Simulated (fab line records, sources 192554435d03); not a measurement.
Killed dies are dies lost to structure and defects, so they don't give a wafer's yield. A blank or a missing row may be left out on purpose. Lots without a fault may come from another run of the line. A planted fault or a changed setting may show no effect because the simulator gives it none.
fab line records | flow n5_finfet
record lots=22 wafers=66 last_day=22
route steps=1938 shown BEOL_M2@920 BEOL_M3@931
lots that met no fault: from a run of the same line without faults
start_h: hours from the record's first day to the start of the lot's first wafer shown | wait_h: hours since the lot's step before | " the same as in the row above | L1.1+2: a row that stands for several wafers | - no value, or no start given | * or withheld: withheld | < > ~ a bound
route shown NAME@n: a module of which the file shows steps, and the number in the route of the first | usual: mean/standard deviation of fault-free wafers | same: alike in all rows | chamber/n: place in a boat | sites: the reading at each site | _std_site: their standard deviation | _edge_site: outer sites' mean less inner sites' | radius_mm: how far each site lies from the wafer's centre | mask NAME#n: copy n | behind: the tool/chamber that last shaped the wafer | hold: why the lot was held/for how many hours/how that ended | device: the transistor (n, p or np) that didn't switch | end of line: the same wafers' tests at the end of the route | a step without rows: its recipe alone | killed: dies lost to structure and defects at the first sort, not the wafer's yield | map: a wafer's dies, x killed, . not, _ none there
set.NAME: the setting as run; set.NAME@STEP: as run at that earlier step | model.NAME: the simulator's own value behind a step, which no gauge read
steps of the route over a sample of lots; a table a step, a row a wafer
services: from which hour (start_h, from the record's first day; less than 0 if before it) a tool's chamber was out of use, for how many hours, and why
## steps
# step N5_BEOL_M2_SPUTTER_96
# recipe material=Cu target_thk_a=45 temp_c=-20 chamber_pressure_pa=0.07 power_w=withheld time_s=8.29
# usual chamber_pressure_pa=0.07/0.00014 chuck_sensor_temp_C=-16.1/0.59 throttle_valve_pct=29.6/1
# columns lot.wafer tool chamber start_h wait_h chamber_pressure_pa chuck_sensor_temp_C throttle_valve_pct
L074.1 pvd_sputter-03 - 155.14 0.1 0.06981 -15.1 27.9
L074.3 " - " " 0.07003 -15.7 29.3
L074.5 " - " " 0.07 -16.5 29.3
L075.2 pvd_sputter-01 - 158.88 0.1 0.07013 -16.1 28.6
L075.4 " - " " 0.0702 -15.2 30.2
L075.5 " - " " 0.06994 -15.9 29.6
L076.4 pvd_sputter-02 - 172.56 0.1 0.07001 -17.9 30.9
L076.5 " - " " 0.07002 -17.7 31.1
L076.6 " - " " 0.06978 -16.5 28.6
L078.4 pvd_sputter-01 - 178.30 0.1 0.06983 -15.9 29.8
L078.5 " - " " 0.07006 -16.1 28.5
L078.6 " - " " 0.07001 -16.3 31.3
L079.1 pvd_sputter-03 - 186.93 0.1 0.07027 -15.3 28.0
L079.3 " - " " 0.06997 -16.1 28.5
L079.4 " - " " 0.06982 -16.4 29.0
L080.3 pvd_sputter-02 - 196.83 0.1 0.07005 -16.3 30.2
L080.4 " - " " 0.07021 -16.5 28.7
L080.5 " - " " 0.07013 -16.3 30.0
L081.1 pvd_sputter-01 - 202.43 0.1 0.0697 -15.9 29.5
L081.2 " - " " 0.06988 -15.4 30.2
L081.4 " - " " 0.06981 -16.7 31.5
L083.2 pvd_sputter-02 - 243.49 0.1 0.06984 -16.0 28.8
L083.3 " - " " 0.07007 -17.9 31.1
L083.4 " - " " 0.06986 -16.8 28.6
L084.4 pvd_sputter-01 - 243.69 0.1 0.07001 -15.3 30.2
L084.5 " - " " 0.06982 -15.9 29.5
L084.6 " - " " 0.0698 -16.6 31.5
L085.1 pvd_sputter-01 - 255.50 0.1 0.0699 -15.3 30.1
L085.2 " - " " 0.07036 -16.6 31.4
L085.6 " - " " 0.06991 -16.6 31.3
L086.3 pvd_sputter-01 - 271.14 0.1 0.07008 -15.8 29.6
L086.5 " - " " 0.07001 -15.4 29.8
L086.6 " - " " 0.07015 -15.9 28.6
L087.2 pvd_sputter-01 - 283.23 0.1 0.06989 -15.8 29.6
L087.4 " - " " 0.06987 -16.0 28.5
L087.6 " - " " 0.06984 -15.9 29.6
L088.2 pvd_sputter-01 - 285.11 0.1 0.06985 -15.3 30.0
L088.5 " - " " 0.06992 -15.2 29.9
L088.6 " - " " 0.07001 -16.0 28.6
L091.1 pvd_sputter-02 - 285.69 0.1 0.07018 -18.0 30.9
L091.2 " - " " 0.07015 -16.0 30.0
L091.3 " - " " 0.07006 -16.1 28.5
L090.3 pvd_sputter-01 - 291.42 0.1 0.06993 -16.6 31.4
L090.5 " - " " 0.06996 -16.5 31.3
L090.6 " - " " 0.07001 -16.1 28.3
L092.1 pvd_sputter-01 - 294.40 0.1 0.07016 -16.4 31.2
L092.2 " - " " 0.06988 -16.1 28.3
L092.5 " - " " 0.06975 -16.1 29.6
L089.1 pvd_sputter-02 - 296.22 0.1 0.07007 -17.0 28.6
L089.2 " - " " 0.0699 -16.1 28.3
L089.3 " - " " 0.06991 -17.9 30.9
L094.1 pvd_sputter-01 - 297.60 0.1 0.07 -15.4 29.9
L094.5 " - " " 0.07003 -15.3 30.1
L094.6 " - " " 0.07 -16.0 28.4
L093.1 pvd_sputter-01 - 305.71 0.1 0.06964 -15.7 29.4
L093.4 " - " " 0.06969 -16.0 28.5
L093.5 " - " " 0.06998 -16.5 31.4
L095.4 pvd_sputter-02 - 305.93 0.1 0.07002 -17.8 31.0
L095.5 " - " " 0.06995 -16.0 30.5
L095.6 " - " " 0.07011 -16.0 28.8
L082.1 pvd_sputter-03 - 319.16 0.1 0.06994 -15.8 29.6
L082.3 " - " " 0.06999 -16.0 28.6
L082.6 " - " " 0.06998 -16.2 28.8
L097.3 pvd_sputter-01 - 325.88 0.1 0.07002 -16.1 29.5
L097.4 " - " " 0.06978 -15.5 29.9
L097.5 " - " " 0.0699 -15.4 29.9
# step N5_BEOL_M3_ILD_DEP_00
# recipe material=SiOC target_thk_a=790 temp_c=350 precursor=DEMS/O2 pressure_torr=5 rf_w=500 time_s=15.3
# usual chamber_pressure_Torr=4.999/0.015 heater_power_w=447/48 showerhead_plenum_p_Torr=5.692/0.013 throttle_valve_pct=11.9/0.5
# columns lot.wafer tool chamber start_h wait_h chamber_pressure_Torr heater_power_w showerhead_plenum_p_Torr throttle_valve_pct
L074.1 pecvd-02 1 156.25 0.0 5.006 364 5.682 11.7
L074.3 " 2 " " 4.992 424 5.682 11.6
L074.5 " 0 " " 4.980 471 5.704 12.3
L075.2 pecvd-01 2 161.42 0.0 4.976 508 5.688 10.8
L075.4 " 1 " " 4.988 463 5.704 12.2
L075.5 " 2 " " 4.977 521 5.694 11.1
L076.4 pecvd-01 0 173.69 0.1 4.998 474 5.699 12.8
L076.5 " 0 " " 4.982 466 5.683 12.6
L076.6 " 1 " " 4.977 424 5.710 11.7
L078.4 pecvd-02 1 179.46 0.1 4.979 437 5.698 11.6
L078.5 " 0 " " 5.010 536 5.696 12.2
L078.6 " 2 " " 5.001 444 5.683 11.6
L079.1 pecvd-02 1 188.04 0.0 5.014 358 5.692 11.5
L079.3 " 0 " " 4.994 534 5.683 12.3
L079.4 " 0 " " 5.019 534 5.701 12.2
L080.3 pecvd-02 1 198.20 0.0 5.003 405 5.707 11.7
L080.4 " 2 " " 4.997 454 5.680 11.5
L080.5 " 0 " " 4.999 569 5.696 12.1
L081.1 pecvd-01 0 203.60 0.0 4.979 500 5.689 12.8
L081.2 " 2 " " 5.026 490 5.690 11.1
L081.4 " 1 " " 4.974 451 5.713 12.2
L083.2 pecvd-04 0 244.72 0.0 5.003 494 5.669 12.3
L083.3 " 2 " " 4.977 386 5.684 11.7
L083.4 " 2 " " 5.007 393 5.686 12.0
L084.4 pecvd-04 1 245.06 0.1 5.008 432 5.718 11.4
L084.5 " 2 " " 4.995 413 5.680 11.8
L084.6 " 0 " " 5.010 474 5.687 12.3
L085.1 pecvd-01 1 256.67 0.0 4.996 443 5.700 11.9
L085.2 " 2 " " 5.017 539 5.699 11.2
L085.6 " 1 " " 5.001 450 5.712 12.2
L086.3 pecvd-02 2 272.37 0.0 4.988 478 5.669 11.6
L086.5 " 1 " " 4.990 416 5.696 11.6
L086.6 " 0 " " 5.019 505 5.687 12.2
L087.2 pecvd-02 2 284.34 0.0 5.011 378 5.672 11.7
L087.4 " 1 " " 4.988 425 5.695 11.5
L087.6 " 2 " " 5.011 385 5.681 11.5
L088.2 pecvd-02 2 286.22 0.0 5.027 453 5.676 11.9
L088.5 " 2 " " 5.013 458 5.690 11.6
L088.6 " 1 " " 4.986 413 5.686 11.7
L091.1 pecvd-02 2 286.83 0.0 5.006 462 5.678 11.8
L091.2 " 1 " " 5.004 379 5.677 11.6
L091.3 " 2 " " 5.026 465 5.682 12.0
L090.3 pecvd-04 2 292.53 0.0 5.004 349 5.704 12.2
L090.5 " 0 " " 4.999 498 5.666 12.2
L090.6 " 2 " " 5.003 353 5.693 12.4
L092.1 pecvd-01 1 295.51 0.0 4.997 441 5.696 11.9
L092.2 " 2 " " 4.991 553 5.694 11.3
L092.5 " 1 " " 5.011 453 5.729 11.8
L089.1 pecvd-02 2 297.33 0.0 4.984 445 5.676 11.8
L089.2 " 1 " " 5.003 391 5.705 11.7
L089.3 " 2 " " 5.000 441 5.687 11.8
L094.1 pecvd-01 1 299.17 0.0 4.998 474 5.701 11.9
L094.5 " 1 " " 5.016 476 5.708 12.0
L094.6 " 0 " " 5.001 428 5.714 13.0
L093.1 pecvd-04 1 306.88 0.0 4.998 358 5.701 11.3
L093.4 " 2 " " 4.970 402 5.681 11.9
L093.5 " 0 " " 4.990 492 5.677 12.1
L095.4 pecvd-04 2 307.06 0.1 4.996 427 5.693 12.3
L095.5 " 0 " " 4.982 411 5.680 12.0
L095.6 " 1 " " 5.010 437 5.720 11.6
L082.1 pecvd-01 0 320.37 0.0 5.013 434 5.708 12.8
L082.3 " 2 " " 4.988 452 5.695 11.1
L082.6 " 0 " " 4.997 421 5.696 13.0
L097.3 pecvd-02 2 326.99 0.0 5.006 466 5.682 12.0
L097.4 " 1 " " 5.002 433 5.695 11.6
L097.5 " 0 " " 4.999 507 5.699 12.1
# step N5_BEOL_M3_THK_MEAS_01
# recipe reads=SiOC_of_BEOL_M3_ILD_DEP_00
# usual M3_ILD_THK=79.1/0.95
# columns lot.wafer tool chamber start_h wait_h M3_ILD_THK[nm]
L074.1 film_metro-02 - 156.32 0.0 79.3
L074.3 " - " " 78.7
L074.5 " - " " 80.0
L075.2 film_metro-02 - 161.49 0.1 79.0
L075.4 " - " " 80.9
L075.5 " - " " 80.0
L076.4 film_metro-02 - 173.76 0.1 78.8
L076.5 " - " " 78.3
L076.6 " - " " 78.8
L078.4 film_metro-02 - 179.51 0.0 80.5
L078.5 " - " " 80.5
L078.6 " - " " 80.4
L079.1 film_metro-01 - 188.11 0.0 78.8
L079.3 " - " " 77.3
L079.4 " - " " 79.1
L080.3 film_metro-02 - 198.27 0.1 80.1
L080.4 " - " " 80.3
L080.5 " - " " 80.9
L081.1 film_metro-01 - 203.66 0.0 78.8
L081.2 " - " " 78.0
L081.4 " - " " 80.2
L083.2 film_metro-02 - 244.79 0.1 79.5
L083.3 " - " " 79.4
L083.4 " - " " 80.9
L084.4 film_metro-01 - 245.11 0.0 79.4
L084.5 " - " " 79.6
L084.6 " - " " 80.3
L085.1 film_metro-01 - 256.73 0.0 78.6
L085.2 " - " " 78.6
L085.6 " - " " 79.8
L086.3 film_metro-01 - 272.44 0.1 77.5
L086.5 " - " " 79.4
L086.6 " - " " 78.8
L087.2 film_metro-02 - 284.42 0.1 78.6
L087.4 " - " " 79.2
L087.6 " - " " 80.2
L088.2 film_metro-01 - 286.30 0.1 79.0
L088.5 " - " " 80.0
L088.6 " - " " 79.6
L091.1 film_metro-02 - 286.92 0.1 78.9
L091.2 " - " " 79.6
L091.3 " - " " 80.2
L090.3 film_metro-01 - 292.60 0.1 77.9
L090.5 " - " " 79.6
L090.6 " - " " 79.8
L092.1 film_metro-02 - 295.57 0.0 78.6
L092.2 " - " " 76.7
L092.5 " - " " 78.6
L089.1 film_metro-01 - 297.42 0.1 79.1
L089.2 " - " " 78.9
L089.3 " - " " 79.8
L094.1 film_metro-01 - 299.23 0.0 78.7
L094.5 " - " " 78.8
L094.6 " - " " 79.1
L093.1 film_metro-01 - 306.95 0.0 76.7
L093.4 " - " " 78.4
L093.5 " - " " 79.7
L095.4 film_metro-01 - 307.11 0.0 79.2
L095.5 " - " " 79.3
L095.6 " - " " 79.4
L082.1 film_metro-01 - 320.44 0.0 77.8
L082.3 " - " " 77.9
L082.6 " - " " 79.1
L097.3 film_metro-01 - 327.06 0.1 79.0
L097.4 " - " " 80.5
L097.5 " - " " 80.3
# step N5_BEOL_M3_DESCUM_16
# recipe chemistry=O2 time_s=7 source_power_w=50 bias_power_w=20 pressure_mtorr=20 rf_frequency_hz=2.712e+07 temp_c=40 resist=CAR-EUV o2_flow_sccm=225
# usual drypump_motor_current_A=5.9/0.36 oes_product_au=0.81/0.08 rf_vpp_V=243.1/1.3 showerhead_plenum_p_Torr=2.08/0.067 throttle_valve_pct=20.40/0.15
# columns lot.wafer tool chamber start_h wait_h drypump_motor_current_A oes_product_au rf_hours_counter_h rf_vpp_V showerhead_plenum_p_Torr throttle_valve_pct
L074.1 rie_diel-03 3 159.13 0.0 6.2 0.82 88 241.3 2.02 20.18
L074.3 " 1 " " 5.2 0.71 214 243.3 2.16 20.21
L074.5 " 1 " " 5.2 0.69 - 244.5 2.16 20.23
L075.2 rie_diel-06 0 162.80 0.0 6.5 0.77 138 245.4 2.19 20.40
L075.4 " 2 " " 5.5 0.80 101 243.2 2.11 20.34
L075.5 " 3 " " 5.8 0.69 - 241.6 1.98 20.25
L076.4 rie_diel-01 2 175.11 0.0 5.7 0.83 70 242.6 2.12 20.63
L076.5 " 0 " " 5.4 0.94 - 243.3 2.05 20.36
L076.6 " 3 " " 6.1 0.92 - 244.1 2.14 20.28
L078.4 rie_diel-06 0 181.67 0.4 6.5 0.76 145 244.3 2.19 20.42
L078.5 " 2 " " 5.5 0.79 - 243.3 2.11 20.37
L078.6 " 1 " " 6.3 0.95 - 241.0 2.05 20.43
L079.1 rie_diel-06 2 188.84 0.0 5.5 0.80 109 243.2 2.11 20.36
L079.3 " 0 " " 6.5 0.76 147 245.1 2.19 20.43
L079.4 " 1 " " 6.3 0.95 14 242.7 2.05 20.43
L080.3 rie_diel-01 0 199.53 0.2 5.4 0.92 17 241.8 2.05 20.38
L080.4 " 3 " " 6.1 0.90 35 244.3 2.14 20.30
L080.5 " 3 " " 6.1 0.90 - 244.3 2.14 20.31
L081.1 rie_diel-06 3 204.93 0.0 5.8 0.68 240 241.0 1.97 20.29
L081.2 " 0 " " 6.5 0.76 153 243.2 2.19 20.43
L081.4 " 2 " " 5.5 0.79 114 244.0 2.11 20.37
L083.2 rie_diel-01 2 245.55 0.1 5.7 0.81 92 243.3 2.11 20.66
L083.3 " 3 " " 6.0 0.88 49 244.2 2.13 20.31
L083.4 " 2 " " 5.7 0.81 - 243.9 2.11 20.65
L084.4 rie_diel-06 2 245.71 0.0 5.5 0.77 125 244.8 2.11 20.40
L084.5 " 1 " " 6.3 0.90 - 243.7 2.05 20.46
L084.6 " 2 " " 5.5 0.77 - 244.7 2.11 20.38
L085.1 rie_diel-06 1 257.45 0.0 6.3 0.91 34 243.6 2.05 20.44
L085.2 " 3 " " 5.8 0.68 252 241.9 1.97 20.31
L085.6 " 1 " " 6.3 0.90 - 241.5 2.05 20.45
L086.3 rie_diel-03 2 275.10 0.0 5.9 0.81 78 243.1 2.12 20.39
L086.5 " 3 " " 6.2 0.79 - 243.7 2.01 20.25
L086.6 " 0 " " 6.0 0.84 - 243.6 2.05 20.65
L087.2 rie_diel-06 0 286.48 0.2 6.5 0.75 174 244.7 2.18 20.47
L087.4 " 2 " " 5.5 0.78 - 242.2 2.10 20.40
L087.6 " 0 " " 6.5 0.74 - 245.9 2.18 20.48
L088.2 rie_diel-03 0 287.03 0.0 6.0 0.84 67 240.3 2.05 20.65
L088.5 " 1 " " 5.2 0.69 - 245.8 2.14 20.27
L088.6 " 2 " " 5.9 0.81 - 244.7 2.11 20.40
L091.1 rie_diel-06 3 288.04 0.1 5.8 0.67 260 241.4 1.97 20.32
L091.2 " 0 " " 6.5 0.74 174 244.8 2.18 20.47
L091.3 " 2 " " 5.5 0.77 136 242.9 2.10 20.39
L090.3 rie_diel-03 3 294.99 0.0 6.2 0.78 126 242.9 2.01 20.25
L090.5 " 0 " " 6.0 0.83 - 242.4 2.05 20.66
L090.6 " 2 " " 5.9 0.79 - 242.9 2.11 20.40
L092.1 rie_diel-03 0 296.26 0.0 6.0 0.84 70 241.6 2.05 20.67
L092.2 " 2 " " 5.9 0.80 83 242.2 2.11 20.40
L092.5 " 0 " " 6.0 0.83 - 243.6 2.05 20.65
L089.1 rie_diel-01 0 298.30 0.0 5.4 0.87 46 242.1 2.04 20.43
L089.2 " 1 " " 5.6 0.93 13 245.7 2.23 20.39
L089.3 " 3 " " 6.1 0.85 63 243.1 2.13 20.35
L094.1 rie_diel-03 3 300.43 0.0 6.2 0.78 128 241.9 2.01 20.23
L094.5 " 3 " " 6.2 0.78 - 243.6 2.01 20.24
L094.6 " 0 " " 6.0 0.83 - 241.7 2.05 20.67
L093.1 rie_diel-03 0 307.92 0.0 6.0 0.82 75 242.3 2.04 20.67
L093.4 " 2 " " 5.9 0.80 - 242.1 2.11 20.40
L093.5 " 3 " " 6.2 0.78 - 242.4 2.01 20.25
L095.4 rie_diel-01 2 307.96 0.0 5.7 0.79 104 242.0 2.11 20.67
L095.5 " 1 " " 5.6 0.93 - 245.0 2.23 20.38
L095.6 " 2 " " 5.7 0.78 - 242.7 2.11 20.69
L082.1 rie_diel-03 0 323.91 0.0 6.0 0.82 83 242.0 2.04 20.67
L082.3 " 1 " " 5.1 0.98 2 243.9 2.14 19.90
L082.6 " 1 " " 5.2 0.98 - 243.8 2.14 19.91
L097.3 rie_diel-03 2 327.74 0.1 5.9 0.78 96 245.2 2.11 20.42
L097.4 " 1 " " 5.2 0.98 3 244.5 2.14 19.91
L097.5 " 2 " " 5.8 0.79 - 243.6 2.11 20.42
# step N5_BEOL_M3_DESCUM_33
# recipe chemistry=O2 time_s=7 source_power_w=50 bias_power_w=20 pressure_mtorr=20 rf_frequency_hz=2.712e+07 temp_c=40 resist=CAR-EUV o2_flow_sccm=225
# usual drypump_motor_current_A=5.9/0.37 oes_product_au=0.81/0.076 rf_vpp_V=243.0/1.3 showerhead_plenum_p_Torr=2.08/0.063 throttle_valve_pct=20.40/0.17
# columns lot.wafer tool chamber start_h wait_h drypump_motor_current_A oes_product_au rf_hours_counter_h rf_vpp_V showerhead_plenum_p_Torr throttle_valve_pct
L074.1 rie_diel-01 1 160.11 0.1 5.7 0.72 230 240.3 1.98 20.68
L074.3 " 3 " " 6.1 0.92 22 244.5 2.14 20.26
L074.5 " 3 " " 6.1 0.93 - 244.8 2.14 20.28
L075.2 rie_diel-06 3 163.75 0.0 5.8 0.70 227 241.8 1.98 20.27
L075.4 " 1 " " 6.3 0.97 6 242.6 2.06 20.41
L075.5 " 0 " " 6.5 0.78 - 244.6 2.19 20.41
L076.4 rie_diel-06 3 175.99 0.0 5.8 0.68 230 242.5 1.98 20.26
L076.5 " 1 " " 6.3 0.95 - 243.7 2.05 20.41
L076.6 " 0 " " 6.5 0.76 - 246.1 2.19 20.40
L078.4 rie_diel-03 3 182.54 0.0 6.2 0.81 96 243.4 2.02 20.18
L078.5 " 3 " " 6.2 0.82 - 242.5 2.02 20.19
L078.6 " 0 " " 6.0 0.87 - 241.8 2.06 20.60
L079.1 rie_diel-03 1 189.74 0.0 5.2 0.69 223 243.9 2.15 20.26
L079.3 " 2 " " 5.8 0.83 55 242.7 2.12 20.34
L079.4 " 0 " " 6.0 0.88 41 240.8 2.06 20.60
L080.3 rie_diel-01 2 200.51 0.1 5.7 0.82 80 243.4 2.12 20.66
L080.4 " 3 " " 6.1 0.89 35 244.2 2.14 20.30
L080.5 " 0 " " 5.4 0.92 - 242.6 2.05 20.38
L081.1 rie_diel-06 3 205.92 0.0 5.8 0.69 240 240.6 1.97 20.32
L081.2 " 0 " " 6.5 0.76 153 245.4 2.19 20.43
L081.4 " 2 " " 5.5 0.79 114 243.5 2.11 20.36
L083.2 rie_diel-03 0 246.56 0.0 6.0 0.85 59 242.5 2.05 20.64
L083.3 " 1 " " 5.2 0.68 242 244.3 2.15 20.29
L083.4 " 2 " " 5.9 0.81 73 243.1 2.12 20.37
L084.4 rie_diel-01 3 246.63 0.0 6.1 0.87 - 242.6 2.13 20.32
L084.5 " 0 " " 5.4 0.90 - 242.4 2.05 20.39
L084.6 " 2 " " 5.7 0.80 - 242.3 2.11 20.66
L085.1 rie_diel-03 1 258.32 0.0 5.2 0.68 244 244.1 2.15 20.27
L085.2 " 2 " " 5.9 0.82 75 243.6 2.12 20.38
L085.6 " 3 " " 6.2 0.79 - 242.1 2.01 20.23
L086.3 rie_diel-06 2 276.42 0.3 5.5 0.78 133 244.3 2.10 20.40
L086.5 " 3 " " 5.8 0.68 - 240.4 1.97 20.33
L086.6 " 0 " " 6.5 0.74 - 244.1 2.18 20.45
L087.2 rie_diel-01 2 287.35 0.0 5.7 0.79 99 241.9 2.11 20.67
L087.4 " 0 " " 5.4 0.89 42 242.7 2.04 20.42
L087.6 " 0 " " 5.4 0.87 - 243.6 2.04 20.41
L088.2 rie_diel-06 3 288.27 0.3 5.8 0.67 260 242.1 1.97 20.32
L088.5 " 3 " " 5.8 0.67 - 241.8 1.97 20.31
L088.6 " 2 " " 5.5 0.77 - 242.3 2.10 20.40
L091.1 rie_diel-01 2 289.04 0.0 5.7 0.79 100 244.4 2.11 20.68
L091.2 " 3 " " 6.1 0.86 60 245.2 2.13 20.34
L091.3 " 0 " " 5.4 0.87 43 241.8 2.04 20.42
L090.3 rie_diel-06 2 295.95 0.0 5.5 0.77 138 243.1 2.10 20.40
L090.5 " 2 " " 5.5 0.77 - 245.3 2.10 20.41
L090.6 " 1 " " 6.3 0.90 - 241.4 2.04 20.46
L092.1 rie_diel-03 0 297.34 0.0 6.0 0.84 71 240.5 2.05 20.66
L092.2 " 2 " " 5.9 0.80 84 244.5 2.11 20.40
L092.5 " 2 " " 5.9 0.80 - 244.7 2.11 20.40
L089.1 rie_diel-03 0 299.29 0.0 6.0 0.83 72 243.0 2.05 20.65
L089.2 " 2 " " 5.9 0.79 85 242.8 2.11 20.42
L089.3 " 3 " " 6.1 0.78 128 241.4 2.01 20.25
L094.1 rie_diel-03 3 301.30 0.0 6.2 0.78 128 241.4 2.01 20.23
L094.5 " 0 " " 6.0 0.82 - 242.0 2.05 20.66
L094.6 " 3 " " 6.2 0.78 - 241.8 2.01 20.26
L093.1 rie_diel-06 0 308.97 0.0 6.5 0.74 178 244.4 2.18 20.47
L093.4 " 0 " " 6.5 0.75 - 245.9 2.18 20.46
L093.5 " 2 " " 5.5 0.76 - 242.9 2.10 20.41
L095.4 rie_diel-06 1 309.09 0.1 6.3 0.89 - 242.7 2.04 20.47
L095.5 " 2 " " 5.5 0.77 - 242.6 2.10 20.41
L095.6 " 0 " " 6.5 0.74 - 244.4 2.18 20.48
L082.1 rie_diel-03 0 324.78 0.0 6.0 0.82 83 241.0 2.04 20.68
L082.3 " 3 " " 6.2 0.77 139 242.1 2.00 20.27
L082.6 " 0 " " 6.0 0.82 - 242.5 2.04 20.68
L097.3 rie_diel-03 0 328.75 0.0 6.0 0.82 84 242.3 2.04 20.66
L097.4 " 3 " " 6.2 0.76 140 242.3 2.00 20.27
L097.5 " 1 " " 5.2 0.97 - 244.5 2.14 19.91
# step N5_BEOL_M3_ETCHBACK_99
# recipe chemistry=CHF3 target=SiO2 target_depth_a=50 time_s=10.4 source_w=215 bias_w=47 Ar_flow_sccm=200 CHF3_flow_sccm=12 ion_energy_ev=100 pressure_mtorr=30
# usual drypump_motor_current_A=5.8/0.33 oes_ar_750_au=0.83/0.07 oes_product_au=0.83/0.073 rf_vpp_V=240/3 showerhead_plenum_p_Torr=2.16/0.066 throttle_valve_pct=17.03/0.17
# columns lot.wafer tool chamber start_h wait_h drypump_motor_current_A oes_ar_750_au oes_product_au rf_hours_counter_h rf_vpp_V showerhead_plenum_p_Torr throttle_valve_pct
L074.1 rie_diel-03 2 175.28 15.0 5.9 0.85 0.85 50 238 2.19 17.00
L074.3 " 3 " " 6.2 0.82 0.81 93 239 2.08 16.88
L074.5 " 0 " " 6.0 0.88 0.88 - 242 2.11 17.14
L075.2 rie_diel-03 0 183.76 19.8 6.0 0.88 0.88 40 243 2.11 17.16
L075.4 " 2 " " 5.9 0.84 0.84 53 238 2.19 17.01
L075.5 " 0 " " 6.0 0.87 0.87 - 244 2.11 17.16
L076.4 rie_diel-01 1 186.77 10.4 5.6 0.71 0.71 239 238 2.03 17.36
L076.5 " 2 " " 5.7 0.81 0.82 - 241 2.18 17.23
L076.6 " 1 " " 5.6 0.71 0.71 - 239 2.03 17.36
L078.4 rie_diel-03 3 191.93 8.6 6.2 0.82 0.81 98 237 2.08 16.88
L078.5 " 1 " " 5.2 0.70 0.70 - 245 2.21 16.93
L078.6 " 2 " " 5.9 0.84 0.83 - 238 2.19 17.00
L079.1 rie_diel-01 0 195.15 5.2 5.4 0.91 0.93 15 238 2.12 17.01
L079.3 " 1 " " 5.7 0.71 0.71 242 238 2.03 17.36
L079.4 " 3 " " 6.1 0.90 0.91 33 236 2.19 16.86
L080.3 rie_diel-06 3 202.51 1.8 5.8 0.70 0.68 239 237 2.03 16.98
L080.4 " 1 " " 6.2 0.92 0.92 19 235 2.11 17.06
L080.5 " 2 " " 5.5 0.80 0.79 - 240 2.17 17.02
L081.1 rie_diel-06 2 212.98 6.9 5.5 0.80 0.79 115 239 2.17 17.03
L081.2 " 0 " " 6.5 0.76 0.76 155 242 2.24 17.04
L081.4 " 3 " " 5.8 0.68 0.68 241 237 2.03 16.99
L083.2 rie_diel-03 1 262.38 15.6 5.1 0.68 0.68 244 243 2.21 16.99
L083.3 " 0 " " 6.0 0.84 0.84 62 243 2.10 17.19
L083.4 " 2 " " 5.9 0.81 0.81 76 237 2.18 17.06
L084.4 rie_diel-01 2 287.87 41.0 5.7 0.78 0.79 99 245 2.17 17.28
L084.5 " 1 " " 5.6 0.93 0.93 - 242 2.29 16.96
L084.6 " 2 " " 5.7 0.78 0.79 - 243 2.17 17.29
L085.1 rie_diel-01 3 291.38 32.9 6.1 0.86 0.86 61 235 2.18 16.89
L085.2 " 0 " " 5.4 0.86 0.86 43 239 2.11 17.05
L085.6 " 3 " " 6.1 0.86 0.86 - 237 2.18 16.91
L086.3 rie_diel-01 0 302.93 26.3 5.4 0.85 0.87 47 239 2.11 17.08
L086.5 " 0 " " 5.4 0.84 0.87 - 238 2.11 17.07
L086.6 " 3 " " 6.1 0.86 0.86 - 236 2.18 16.91
L087.2 rie_diel-01 1 313.40 25.9 5.6 0.91 0.92 15 243 2.29 16.97
L087.4 " 3 " " 6.1 0.85 0.85 66 235 2.18 16.92
L087.6 " 0 " " 5.4 0.85 0.86 - 239 2.11 17.08
L088.2 rie_diel-01 2 318.23 29.8 5.7 0.78 0.78 107 243 2.16 17.30
L088.5 " 0 " " 5.4 0.85 0.87 - 238 2.11 17.08
L088.6 " 3 " " 6.0 0.85 0.86 - 237 2.18 16.90
L091.1 rie_diel-01 3 325.43 36.2 6.1 0.85 0.86 68 235 2.18 16.93
L091.2 " 2 " " 5.7 0.78 0.78 107 243 2.16 17.28
L091.3 " 1 " " 5.6 0.91 0.91 17 241 2.29 16.96
L090.3 rie_diel-03 0 325.52 29.4 6.0 0.82 0.82 83 243 2.09 17.22
L090.5 " 3 " " 6.2 0.78 0.77 - 239 2.07 16.95
L090.6 " 2 " " 5.9 0.79 0.78 - 238 2.18 17.08
L092.1 rie_diel-01 2 325.95 28.3 5.7 0.77 0.79 107 244 2.16 17.29
L092.2 " 0 " " 5.4 0.85 0.86 50 238 2.11 17.07
L092.5 " 3 " " 6.1 0.85 0.85 - 235 2.18 16.92
L089.1 rie_diel-01 3 330.33 30.9 6.1 0.85 0.85 69 235 2.18 16.91
L089.2 " 2 " " 5.7 0.77 0.78 108 244 2.16 17.29
L089.3 " 1 " " 5.6 0.91 0.91 18 242 2.29 16.98
L094.1 rie_diel-03 0 330.33 28.8 6.0 0.82 0.82 84 243 2.09 17.24
L094.5 " 0 " " 6.0 0.82 0.82 - 244 2.09 17.22
L094.6 " 3 " " 6.2 0.77 0.77 - 238 2.06 16.96
L093.1 rie_diel-03 1 330.82 21.7 5.2 0.97 0.97 3 243 2.20 16.54
L093.4 " 3 " " 6.2 0.77 0.77 140 236 2.07 16.97
L093.5 " 1 " " 5.2 0.97 0.97 - 245 2.20 16.54
L095.4 rie_diel-01 2 334.74 25.5 5.7 0.77 0.77 109 242 2.16 17.30
L095.5 " 0 " " 5.4 0.85 0.85 - 238 2.11 17.10
L095.6 " 1 " " 5.6 0.91 0.91 - 241 2.29 16.98
L082.1 rie_diel-03 0 338.50 13.5 6.0 0.82 0.81 86 241 2.09 17.24
L082.3 " 2 " " 5.9 0.79 0.79 98 238 2.17 17.11
L082.6 " 2 " " 5.9 0.79 0.79 - 237 2.17 17.10
L097.3 rie_diel-01 1 345.62 16.7 5.6 0.90 0.91 22 244 2.29 16.97
L097.4 " 0 " " 5.4 0.85 0.86 54 238 2.10 17.08
L097.5 " 3 " " 6.0 0.84 0.85 - 236 2.17 16.92
## services
# columns tool chamber start_h hours kind
pecvd-02 - 135.57 2.8 pm
pvd_sputter-01 - 138.92 4.7 repair
pecvd-02 - 146.48 1.5 repair
rie_diel-01 2 154.65 6.9 repair
pecvd-01 - 162.13 6.0 pm
pvd_sputter-02 - 163.68 5.1 repair
pecvd-01 2 172.07 17.2 repair
pecvd-01 - 178.09 0.9 repair
rie_diel-01 0 189.86 5.1 repair
rie_diel-01 2 208.89 1.8 repair
rie_diel-01 - 225.35 2.8 pm
rie_diel-01 1 228.66 - clean
rie_diel-01 2 254.21 11.8 repair
rie_diel-06 3 270.58 2.7 repair
pvd_sputter-03 - 273.75 1.9 repair
pecvd-02 0 274.67 30.8 repair
rie_diel-03 1 291.71 - clean
rie_diel-03 1 291.71 - consumable_replace:focus_ring
rie_diel-03 1 291.71 26.1 scheduled_down
rie_diel-03 1 291.71 26.1 vent_cycle
rie_diel-01 0 323.77 1.3 repair
pecvd-01 0 331.19 20.5 repair
pecvd-02 2 337.97 16.0 repair
pecvd-04 - 343.78 0.7 repair
## key
fault none
